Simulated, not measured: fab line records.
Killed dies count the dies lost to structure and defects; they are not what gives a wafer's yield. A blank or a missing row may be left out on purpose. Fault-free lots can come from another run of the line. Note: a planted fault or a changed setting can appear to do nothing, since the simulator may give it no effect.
Which tool is to blame?	flow n5 finfet	24 lots with 72 wafers sampled at 6 steps, on a route of 1938 steps

== WHAT THE GAUGES SHOWED, per wafer ==
N5_BEOL_M9_CD_MEAS_11: the cd target is 64.1 nm. Usual: cd nm at 64.3 nm, with a standard deviation of 0.68.
lot	measured	on	cd nm (nm)	flag
L074	day 11 01:00	cd sem-01	64.8 65.5 64.5	
L075	day 11 21:15	cd sem-02	64.6 63.3 64.6	
L078	day 12 02:23	cd sem-01	63.6 63.8 63.3	
L076	day 12 05:41	cd sem-03	64.3 64.6 63.6	
L077	day 12 06:40	cd sem-01	64.2 64.4 64.9	
L079	day 12 15:47	cd sem-01	64.0 63.6 63.8	
L083	day 13 02:15	cd sem-03	65.2 64.1 64.4	
L082	day 13 04:17	cd sem-02	64.6 64.2 63.3	
L080	day 13 12:11	cd sem-03	63.6 64.5 63.9	
L081	day 13 18:08	cd sem-03	64.3 65.6 65.3	
L084	day 14 01:01	cd sem-02	63.5 64.8 63.7	
L085	day 14 06:00	cd sem-03	64.9 65.2 64.4	
L088	day 14 14:11	cd sem-03	63.7 63.8 64.0	
L087	day 14 23:15	cd sem-03	65.1 64.7 64.8	
L089	day 15 01:47	cd sem-03	65.4 65.0 64.9	
L086	day 15 07:12	cd sem-03	64.2 64.9 64.8	
L091	day 15 09:43	cd sem-02	64.6 64.0 64.3	
L093	day 16 00:22	cd sem-03	65.3 65.2 64.0	
L092	day 16 02:30	cd sem-03	64.0 63.8 64.7	
L090	day 16 08:11	cd sem-02	65.6 63.6 64.8	
L094	day 16 17:37	cd sem-01	63.0 63.3 63.2	
L096	day 17 00:23	cd sem-01	64.9 64.5 64.2	
L097	day 17 09:38	cd sem-02	64.1 64.9 64.1	
L095	day 17 17:25	cd sem-02	65.0 63.5 64.8	

N5_BEOL_M9_INSPECT_13: inspects for defects (brightfield). Usual: raw defect count at 426, with a standard deviation of 92.
lot	measured	on	raw defect count	flag
L074	day 11 01:03	defect inspect-02	484 391 348	
L075	day 11 21:19	defect inspect-01	257 291 319	
L078	day 12 02:26	defect inspect-01	511 533 606	
L076	day 12 05:44	defect inspect-01	396 411 394	
L077	day 12 06:43	defect inspect-02	448 541 555	
L079	day 12 15:50	defect inspect-02	411 365 560	
L083	day 13 02:18	defect inspect-01	305 545 447	
L082	day 13 04:21	defect inspect-02	623 478 531	
L080	day 13 12:14	defect inspect-02	519 349 322	
L081	day 13 18:11	defect inspect-02	360 410 430	
L084	day 14 01:04	defect inspect-02	473 456 474	
L085	day 14 06:03	defect inspect-01	332 328 351	
L088	day 14 14:14	defect inspect-02	613 467 427	
L087	day 14 23:19	defect inspect-02	468 365 319	
L089	day 15 01:51	defect inspect-01	356 327 415	
L086	day 15 07:15	defect inspect-01	466 374 407	
L091	day 15 09:46	defect inspect-02	308 603 396	
L093	day 16 00:25	defect inspect-01	414 468 444	
L092	day 16 02:33	defect inspect-01	500 406 494	
L090	day 16 08:15	defect inspect-01	364 623 456	
L094	day 16 17:40	defect inspect-02	350 342 414	
L096	day 17 00:26	defect inspect-02	441 291 451	
L097	day 17 09:42	defect inspect-02	350 411 401	
L095	day 17 17:28	defect inspect-02	292 384 432	

N5_BEOL_M9_CD_MEAS_28: the cd target is 70 nm. Usual: cd nm at 69.90 nm, with a standard deviation of 0.26.
lot	measured	on	cd nm (nm)	flag
L074	day 11 04:44	cd sem-03	69.89 69.85 69.77	
L075	day 11 22:20	cd sem-02	70.06 70.42 70.38	
L078	day 12 03:23	cd sem-02	69.74 70.23 69.61	
L076	day 12 06:35	cd sem-03	69.44 69.44 69.69	
L077	day 12 09:56	cd sem-03	69.74 69.82 70.46	
L079	day 12 17:56	cd sem-03	69.39 69.49 70.33	
L083	day 13 03:05	cd sem-02	69.83 70.33 69.96	
L082	day 13 06:41	cd sem-02	70.47 70.09 69.70	
L080	day 13 13:10	cd sem-02	70.13 69.93 70.37	
L081	day 14 00:11	cd sem-02	70.05 70.10 69.71	
L084	day 14 04:22	cd sem-02	70.11 69.82 69.98	
L085	day 14 08:27	cd sem-02	69.46 69.55 70.23	
L088	day 14 19:14	cd sem-03	69.87 70.16 69.62	
L087	day 15 01:01	cd sem-02	70.16 69.68 69.96	
L089	day 15 04:34	cd sem-03	69.98 70.34 70.05	
L086	day 15 08:11	cd sem-03	70.15 69.46 69.76	
L091	day 15 11:10	cd sem-02	69.90 70.09 69.58	
L093	day 16 01:15	cd sem-03	70.18 69.94 70.51	
L092	day 16 03:46	cd sem-03	69.88 69.79 69.57	
L090	day 16 09:14	cd sem-02	69.97 69.82 69.55	
L094	day 16 23:22	cd sem-03	69.76 70.21 70.19	
L096	day 17 02:53	cd sem-03	70.07 69.93 69.90	
L097	day 17 11:23	cd sem-01	69.64 69.99 69.58	
L095	day 17 20:33	cd sem-01	69.91 69.90 70.02	

== EACH LOT AND THE TOOL THAT RAN IT (in order: tool; ch and the chambers of the sampled wafers; start) ==
lot	N5_BEOL_M7_ANNEAL_51	N5_BEOL_M8_DESCUM_16	N5_BEOL_M8_SURFACE_TREAT_79
L074	rtp anneal-02 ch 0, day 10 10:50	rie diel-01 ch 1,2,3, day 10 16:15	pvd sputter-03, day 10 20:51
L075	rtp anneal-02 ch 0, day 11 11:58	rie diel-05 ch 0,1,2, day 11 14:46	pvd sputter-02, day 11 17:31
L078	rtp anneal-01 ch 0, day 11 13:53	rie diel-01 ch 1,2,3, day 11 17:24	pvd sputter-02, day 11 22:29
L076	rtp anneal-02 ch 0, day 11 16:31	rie diel-01 ch 1,3, day 11 21:53	pvd sputter-01, day 12 03:08
L077	rtp anneal-02 ch 0, day 11 21:11	rie diel-01 ch 1,2,3, day 11 23:28	pvd sputter-01, day 12 03:22
L079	rtp anneal-02 ch 0, day 12 04:17	rie diel-04 ch 1,2,3, day 12 06:52	pvd sputter-02, day 12 11:31
L083	rtp anneal-01 ch 0, day 12 15:35	rie diel-04 ch 0,1,3, day 12 19:16	pvd sputter-01, day 12 23:38
L082	rtp anneal-01 ch 0, day 12 16:04	rie diel-04 ch 0,2,3, day 12 19:31	pvd sputter-01, day 13 00:35
L080	rtp anneal-02 ch 0, day 13 00:46	rie diel-04 ch 0,1, day 13 04:19	pvd sputter-03, day 13 08:30
L081	rtp anneal-01 ch 0, day 13 04:10	rie diel-04 ch 0,1,3, day 13 08:13	pvd sputter-03, day 13 13:14
L084	rtp anneal-01 ch 0, day 13 11:11	rie diel-05 ch 0,3, day 13 14:22	pvd sputter-01, day 13 18:46
L085	rtp anneal-02 ch 0, day 13 16:14	rie diel-05 ch 2,3, day 13 19:07	pvd sputter-02, day 14 01:34
L088	rtp anneal-02 ch 0, day 14 02:48	rie diel-04 ch 0,1,3, day 14 06:23	pvd sputter-01, day 14 10:41
L087	rtp anneal-02 ch 0, day 14 11:06	rie diel-04 ch 0,2,3, day 14 14:12	pvd sputter-01, day 14 19:20
L089	rtp anneal-01 ch 0, day 14 14:22	rie diel-01 ch 0,1, day 14 17:43	pvd sputter-02, day 14 21:28
L086	rtp anneal-02 ch 0, day 14 20:50	rie diel-04 ch 0,1,2, day 14 23:32	pvd sputter-03, day 15 03:11
L091	rtp anneal-02 ch 0, day 14 22:53	rie diel-04 ch 1,2,3, day 15 02:23	pvd sputter-01, day 15 06:12
L093	rtp anneal-02 ch 0, day 15 12:10	rie diel-04 ch 1,3, day 15 16:42	pvd sputter-02, day 15 19:52
L092	rtp anneal-01 ch 0, day 15 15:16	rie diel-05 ch 1,2,3, day 15 19:44	pvd sputter-01, day 15 23:35
L090	rtp anneal-01 ch 0, day 15 19:06	rie diel-04 ch 1,2,3, day 15 23:37	pvd sputter-03, day 16 03:32
L094	rtp anneal-01 ch 0, day 16 05:06	rie diel-01 ch 0,1,3, day 16 09:14	pvd sputter-03, day 16 12:02
L096	rtp anneal-02 ch 0, day 16 09:16	rie diel-04 ch 0,1,3, day 16 12:14	pvd sputter-01, day 16 17:49
L097	rtp anneal-01 ch 0, day 16 23:58	rie diel-04 ch 0,3, day 17 02:07	pvd sputter-03, day 17 06:31
L095	rtp anneal-02 ch 0, day 17 00:06	rie diel-05 ch 0,1, day 17 03:42	pvd sputter-03, day 17 09:40
- N5_BEOL_M7_ANNEAL_51: time 90 s.
- N5_BEOL_M8_DESCUM_16: chemistry O2, time 7.9 s.
- N5_BEOL_M8_SURFACE_TREAT_79

== AS READ BY THE TOOLS THEMSELVES (means over the sampled wafers that have a number; for cases with no such wafer, the mark the record gives instead) ==
N5_BEOL_M7_ANNEAL_51. Usual: wafer_temp_C_max at 225.9, with a standard deviation of 0.32.
lot	tool	wafer_temp_C_max	flag
L074	rtp anneal-02	225.8	
L075	rtp anneal-02	226.1	
L078	rtp anneal-01	225.7	
L076	rtp anneal-02	226.3	
L077	rtp anneal-02	225.8	
L079	rtp anneal-02	226.1	
L083	rtp anneal-01	225.9	
L082	rtp anneal-01	225.8	
L080	rtp anneal-02	226.1	
L081	rtp anneal-01	225.6	
L084	rtp anneal-01	225.8	
L085	rtp anneal-02	225.8	
L088	rtp anneal-02	226.3	
L087	rtp anneal-02	225.9	
L089	rtp anneal-01	225.4	
L086	rtp anneal-02	225.7	
L091	rtp anneal-02	226.1	
L093	rtp anneal-02	226.2	
L092	rtp anneal-01	225.8	
L090	rtp anneal-01	225.9	
L094	rtp anneal-01	225.7	
L096	rtp anneal-02	226.2	
L097	rtp anneal-01	225.6	
L095	rtp anneal-02	226.1	

N5_BEOL_M8_DESCUM_16. Usual: drypump motor current A 5.6 A, standard deviation 0.38; o2 flow sccm 225.0 sccm, standard deviation 0.65; oes product au 0.77 a.u., standard deviation 0.087; rf vpp V 242.8 V, standard deviation 1.5; showerhead plenum p Torr 2.07 Torr, standard deviation 0.075; throttle valve pct 20.47 %, standard deviation 0.25.
lot	tool	drypump motor current A (A)	o2 flow sccm (sccm)	oes product au (a.u.)	rf vpp V (V)	showerhead plenum p Torr (Torr)	throttle valve pct (%)	flag
L074	rie diel-01	5.3	224.6	0.75	242.6	2.09	20.48	
L075	rie diel-05	5.5	224.7	0.72	242.9	2.06	20.46	
L078	rie diel-01	5.3	224.5	0.73	243.2	2.09	20.50	
L076	rie diel-01	5.3	225.3	0.75	242.6	2.07	20.52	
L077	rie diel-01	5.3	224.5	0.73	243.1	2.09	20.50	
L079	rie diel-04	5.7	225.2	0.77	242.0	2.04	20.59	
L083	rie diel-04	5.8	224.9	0.73	241.5	2.04	20.52	
L082	rie diel-04	5.6	224.7	0.78	242.9	2.08	20.45	
L080	rie diel-04	5.9	225.1	0.73	242.2	2.07	20.39	
L081	rie diel-04	5.8	225.4	0.73	242.2	2.04	20.52	
L084	rie diel-05	5.4	224.3	0.88	244.3	2.14	20.06	
L085	rie diel-05	5.4	225.7	0.94	244.3	2.20	20.05	
L088	rie diel-04	5.8	225.3	0.71	241.2	2.04	20.54	
L087	rie diel-04	5.6	225.3	0.77	242.2	2.07	20.47	
L089	rie diel-01	5.9	224.9	0.80	244.5	2.16	20.27	
L086	rie diel-04	5.8	225.6	0.75	243.5	2.06	20.49	
L091	rie diel-04	5.7	225.1	0.75	242.1	2.03	20.63	
L093	rie diel-04	5.9	224.8	0.69	241.9	1.99	20.70	
L092	rie diel-05	5.7	224.9	0.85	243.6	2.14	20.37	
L090	rie diel-04	5.7	225.2	0.73	242.3	2.02	20.64	
L094	rie diel-01	5.7	224.5	0.78	243.2	2.11	20.45	
L096	rie diel-04	5.8	224.3	0.71	242.7	2.03	20.57	
L097	rie diel-04	5.7	225.0	0.73	242.3	2.08	20.43	
L095	rie diel-05	5.5	225.0	0.87	244.3	2.16	20.22	

== THE ANSWER, worked out from the rows above alone ==
Rule: a lot counts as off when the mean over its wafers that have a number is more than 3 standard deviations away from the usual mean. Also off: a lot with no number at a reading for which 4 or more lots have one. All remaining lots with rows at the step are treated as sound. First the gauges in route order, then the tools' own readings, where a lot's mean is used as printed above. The first step at which some lot is off is used, and at that step the reading that is off furthest; a lot without a number counts as furthest.
Nothing can be told from this: no lot is off at any reading shown.

== WHAT THE SIMULATOR PUT IN ==
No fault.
